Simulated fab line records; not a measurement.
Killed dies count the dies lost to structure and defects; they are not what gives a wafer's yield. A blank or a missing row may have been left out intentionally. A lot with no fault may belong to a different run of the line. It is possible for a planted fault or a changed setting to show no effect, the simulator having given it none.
The tool behind it: which one?    flow n5Finfet    11 lots, 33 wafers sampled, at 4 steps of a route of 1938

## WHAT THE GAUGES SHOWED, per wafer
N5_STI_FIN_REVEAL_FIN_H_MEAS_10. Usual: trenchDepthNm 51.7 nm, standard deviation 0.9.
lot   measured     on      trenchDepthNm (nm)  flag
L896  day 2 23:45  ocd-02  51.3 51.8 52.6      
L897  day 3 03:10  ocd-01  50.7 51.2 51.3      
L898  day 3 07:23  ocd-02  50.7 51.0 51.6      
L900  day 3 20:20  ocd-01  51.2 52.1 51.0      
L902  day 4 08:40  ocd-01  51.8 50.9 51.0      
L907  day 5 14:41  ocd-02  50.9 49.5 52.6      
L908  day 5 19:20  ocd-01  52.4 50.9 52.3      
L913  day 7 00:37  ocd-02  51.6 48.1 52.1      
L916  day 7 19:29  ocd-01  51.7 51.2 50.9      
L917  day 8 01:45  ocd-01  52.5 51.1 51.6      
L918  day 8 06:45  ocd-02  52.1 52.2 52.4      

## EACH LOT AND THE TOOL THAT RAN IT (in order: tool; ch and the chambers of the sampled wafers; start)
lot   N5_FIN_CUT_PRECLEAN_35            N5_FIN_CUT_CUT_ETCH_28          N5_STI_FIN_REVEAL_RECESS_09
L896  vaporEtch-02 ch 0,1, day 2 11:53  rieSi-01 ch 1,2,3, day 2 12:02  vaporEtch-02 ch 1, day 2 19:06
L897  vaporEtch-02 ch 1, day 2 16:52    rieSi-04 ch 0,1,2, day 2 17:03  vaporEtch-01 ch 0,1, day 3 00:59
L898  vaporEtch-01 ch 0,1, day 2 21:49  rieSi-04 ch 1,3, day 2 21:58    vaporEtch-02 ch 0,1, day 3 04:09
L900  vaporEtch-02 ch 0,1, day 3 10:41  rieSi-04 ch 0,1,3, day 3 10:50  vaporEtch-01 ch 0,1, day 3 17:38
L902  vaporEtch-01 ch 0,1, day 3 23:16  rieSi-03 ch 0,3, day 3 23:23    vaporEtch-01 ch 0,1, day 4 06:29
L907  vaporEtch-02 ch 0,1, day 5 05:37  rieSi-01 ch 0,1,2, day 5 05:47  vaporEtch-01 ch 0,1, day 5 11:58
L908  vaporEtch-01 ch 0,1, day 5 10:17  rieSi-01 ch 0,2,3, day 5 10:26  vaporEtch-02 ch 0,1, day 5 16:37
L913  vaporEtch-02 ch 0,1, day 6 15:37  rieSi-04 ch 0,1,3, day 6 15:44  vaporEtch-02 ch 0,1, day 6 21:55
L916  vaporEtch-02 ch 0,1, day 7 10:26  rieSi-04 ch 0,1,3, day 7 10:34  vaporEtch-01 ch 0,1, day 7 17:17
L917  vaporEtch-02 ch 0, day 7 16:15    rieSi-04 ch 0,1,2, day 7 16:23  vaporEtch-01 ch 0,1, day 7 22:52
L918  vaporEtch-01 ch 0,1, day 7 21:37  rieSi-04 ch 0,2,3, day 7 21:45  vaporEtch-01 ch 0,1, day 8 04:02
- N5_FIN_CUT_PRECLEAN_35: cleans in vHF, time 13.3 s.
- N5_FIN_CUT_CUT_ETCH_28: etches Si in HBr/Cl2/O2, target depth 6 nm, time 2.4 s.
- N5_STI_FIN_REVEAL_RECESS_09: chemistry HF/NH3, target SiO2, afs cycles 11, target depth 42.5 nm, sublimation time 60 s.

## WHAT THE TOOLS THEMSELVES READ (means of the sampled wafers that have a number; where no wafer has one, the mark that the record gives instead)
N5_FIN_CUT_PRECLEAN_35. Usual: drypumpMotorCurrentA 5.7 A, standard deviation 0.69.
lot   tool          drypumpMotorCurrentA (A)  flag
L896  vaporEtch-02  5.7                       
L897  vaporEtch-02  6.0                       
L898  vaporEtch-01  6.0                       
L900  vaporEtch-02  5.7                       
L902  vaporEtch-01  5.4                       
L907  vaporEtch-02  5.7                       
L908  vaporEtch-01  5.4                       
L913  vaporEtch-02  5.7                       
L916  vaporEtch-02  5.7                       
L917  vaporEtch-02  5.1                       
L918  vaporEtch-01  5.5                       

N5_FIN_CUT_CUT_ETCH_28. Usual: O2_flow_sccm 12.00 sccm, standard deviation 0.038; drypumpMotorCurrentA 5.6 A, standard deviation 0.55; oesProductAu 1.004 a.u., standard deviation 0.012; throttleValvePct 37.3 %, standard deviation 0.31.
lot   tool      O2_flow_sccm (sccm)  drypumpMotorCurrentA (A)  oesProductAu (a.u.)  throttleValvePct (%)  flag
L896  rieSi-01  12.01                5.2                       1.002                37.5                  
L897  rieSi-04  11.96                5.4                       1.002                37.1                  
L898  rieSi-04  12.02                5.1                       0.997                37.0                  
L900  rieSi-04  12.01                5.3                       1.005                37.1                  
L902  rieSi-03  12.01                5.9                       1.000                37.6                  
L907  rieSi-01  11.98                5.5                       1.010                37.4                  
L908  rieSi-01  11.97                5.1                       1.017                37.5                  
L913  rieSi-04  11.99                5.3                       1.003                37.1                  
L916  rieSi-04  12.02                5.3                       1.003                37.1                  
L917  rieSi-04  12.03                5.3                       1.004                37.1                  
L918  rieSi-04  12.03                5.6                       1.003                37.1                  

N5_STI_FIN_REVEAL_RECESS_09. Usual: drypumpMotorCurrentA 5.7 A, standard deviation 0.72.
lot   tool          drypumpMotorCurrentA (A)  flag
L896  vaporEtch-02  6.0                       
L897  vaporEtch-01  5.4                       
L898  vaporEtch-02  5.4                       
L900  vaporEtch-01  6.0                       
L902  vaporEtch-01  5.5                       
L907  vaporEtch-01  6.0                       
L908  vaporEtch-02  5.4                       
L913  vaporEtch-02  5.7                       
L916  vaporEtch-01  6.0                       
L917  vaporEtch-01  6.0                       
L918  vaporEtch-01  5.4                       

## THE ANSWER, worked out from the rows above alone
Rule: a lot is off if the mean of its wafers that have a number lies more than 3 standard deviations from the usual mean. Also off: a lot with no number at a reading for which 4 or more lots have one. All remaining lots with rows at the step are treated as sound. After the gauges, taken in route order, come the tools' own readings; for these a lot's mean is taken, as printed above. The first step at which some lot is off is used, and at that step the reading that is off furthest; a lot without a number counts as furthest.
No lot is off at any reading shown: from this, nothing can be told.

## WHAT HAD BEEN PUT IN BY THE SIMULATOR
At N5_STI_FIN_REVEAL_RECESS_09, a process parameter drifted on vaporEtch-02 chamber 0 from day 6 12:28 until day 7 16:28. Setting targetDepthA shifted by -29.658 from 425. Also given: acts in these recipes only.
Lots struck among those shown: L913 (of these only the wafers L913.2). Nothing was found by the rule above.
